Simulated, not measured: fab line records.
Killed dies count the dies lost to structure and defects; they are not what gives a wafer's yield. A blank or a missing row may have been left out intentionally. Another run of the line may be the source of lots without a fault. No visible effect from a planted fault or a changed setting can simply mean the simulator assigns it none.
Matching of chambers    flow n5Finfet    N5_BEOL_M3_STRIP_36 on rieDiel-03: 4 sister chambers
The step strips in N2/H2. 4 wafers are shown with their chamber, then 12 later ones without.

== EACH WAFER AND ITS CHAMBER ==
wafer   chamber  drypumpMotorCurrentA (A)
L088.6  2        5.3
L090.2  1        6.0
L092.5  0        6.7
L092.6  3        5.4

== WAFERS WITHOUT THEIR CHAMBER ==
wafer   drypumpMotorCurrentA (A)
L094.1  5.3
L094.5  6.6
L094.6  5.4
L093.2  5.3
L093.4  6.6
L093.6  6.7
L095.2  5.9
L095.4  5.3
L095.6  5.3
L097.2  5.3
L097.3  6.6
L097.5  6.6

== WHICH CHAMBER EACH WENT THROUGH ==
wafer   from the rows above      in truth
L094.1  can't be placed: 2 or 3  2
L094.5  0                        0
L094.6  can't be placed: 3 or 2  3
L093.2  can't be placed: 2 or 3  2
L093.4  0                        0
L093.6  0                        0
L095.2  1                        1
L095.4  can't be placed: 2 or 3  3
L095.6  can't be placed: 2 or 3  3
L097.2  can't be placed: 2 or 3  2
L097.3  0                        0
L097.5  0                        0
Placed correctly: 6 of 12. Cannot be placed on the basis of these rows: 6; the candidates contain the true chamber in 6. Placed wrongly: 0.
How it was worked out, from the rows above alone: a wafer's distance from a chamber is the root of the sum, over the readings, of the square of ((its reading less the chamber's mean) divided by the reading's scatter). If the next closest chamber is less than 2 further off than the closest, the wafer can't be placed; otherwise it belongs to the closest. For every chamber, the mean is computed from those of its wafers that are shown. The scatter: root of mean squared gap, hidden wafer to nearest shown wafer, with one shown wafer a chamber.
